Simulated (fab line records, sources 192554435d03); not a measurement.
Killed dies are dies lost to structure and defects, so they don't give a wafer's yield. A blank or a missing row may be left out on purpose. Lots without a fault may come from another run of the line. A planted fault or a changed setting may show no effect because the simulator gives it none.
Chamber matching | flow n5_finfet | N5_BEOL_M0_STRIP_140 on rie_diel-02: 4 sister chambers
The step strips in CF4. 20 wafers are shown with their chamber, then 10 later ones without.

WAFERS WITH THEIR CHAMBER
wafer  | chamber | showerhead_plenum_p_Torr (Torr) | drypump_motor_current_A (A) | throttle_valve_pct (%)
L074.2 | 3       | 1.83                            | 5.1                         | 13.43
L074.5 | 1       | 1.82                            | 6.2                         | 13.64
L074.6 | 3       | 1.83                            | 5.1                         | 13.45
L079.1 | 3       | 1.83                            | 5.1                         | 13.44
L079.2 | 1       | 1.81                            | 6.2                         | 13.67
L079.3 | 2       | 1.74                            | 5.7                         | 13.40
L079.4 | 0       | 1.75                            | 5.2                         | 13.28
L079.5 | 3       | 1.83                            | 5.0                         | 13.45
L079.6 | 2       | 1.74                            | 5.8                         | 13.44
L081.1 | 3       | 1.83                            | 5.1                         | 13.45
L081.2 | 1       | 1.81                            | 6.2                         | 13.68
L081.3 | 0       | 1.75                            | 5.2                         | 13.30
L081.4 | 2       | 1.74                            | 5.8                         | 13.42
L081.5 | 0       | 1.75                            | 5.2                         | 13.31
L081.6 | 1       | 1.81                            | 6.1                         | 13.72
L089.1 | 0       | 1.75                            | 5.2                         | 13.33
L089.2 | 2       | 1.74                            | 5.7                         | 13.48
L089.6 | 2       | 1.74                            | 5.7                         | 13.49
L092.2 | 1       | 1.80                            | 6.2                         | 13.74
L092.4 | 3       | 1.82                            | 5.1                         | 13.50

SIGNATURES (means of the wafers above)
reading                  | chamber 0 | chamber 1 | chamber 2 | chamber 3 | scatter within a chamber
showerhead_plenum_p_Torr | 1.7500    | 1.8100    | 1.7400    | 1.8283    | 0.00421
drypump_motor_current_A  | 5.200     | 6.180     | 5.740     | 5.083     | 0.0421
throttle_valve_pct       | 13.3050   | 13.6900   | 13.4460   | 13.4533   | 0.0322
Rule: a wafer's distance from a chamber is the root of the sum, over the readings, of the square of ((its reading less the chamber's mean) divided by the reading's scatter). The wafer belongs to the nearest chamber; if the next one is less than 2 further off, it can't be placed. The scatter: the root of (the sum of the squares of (reading less its chamber's mean) over the shown wafers, divided by (wafers less chambers)).

WAFERS WITHOUT THEIR CHAMBER
wafer  | showerhead_plenum_p_Torr (Torr) | drypump_motor_current_A (A) | throttle_valve_pct (%)
L092.5 | 1.82                            | 5.1                         | 13.51
L094.3 | 1.73                            | 5.7                         | 13.49
L094.5 | 1.73                            | 5.7                         | 13.48
L094.6 | 1.82                            | 5.1                         | 13.55
L095.3 | 1.82                            | 5.1                         | 13.54
L095.5 | 1.74                            | 5.3                         | 13.39
L095.6 | 1.80                            | 6.1                         | 13.76
L096.1 | 1.80                            | 6.2                         | 13.76
L096.4 | 1.74                            | 5.2                         | 13.38
L096.5 | 1.80                            | 6.1                         | 13.76

WHICH CHAMBER EACH WENT THROUGH
wafer  | from the rows above | in truth
L092.5 | 3                   | 3
L094.3 | 2                   | 2
L094.5 | 2                   | 2
L094.6 | 3                   | 3
L095.3 | 3                   | 3
L095.5 | 0                   | 0
L095.6 | 1                   | 1
L096.1 | 1                   | 1
L096.4 | 0                   | 0
L096.5 | 1                   | 1
Placed correctly: 10 of 10. Can't be placed from these rows: 0. Placed wrongly: 0.
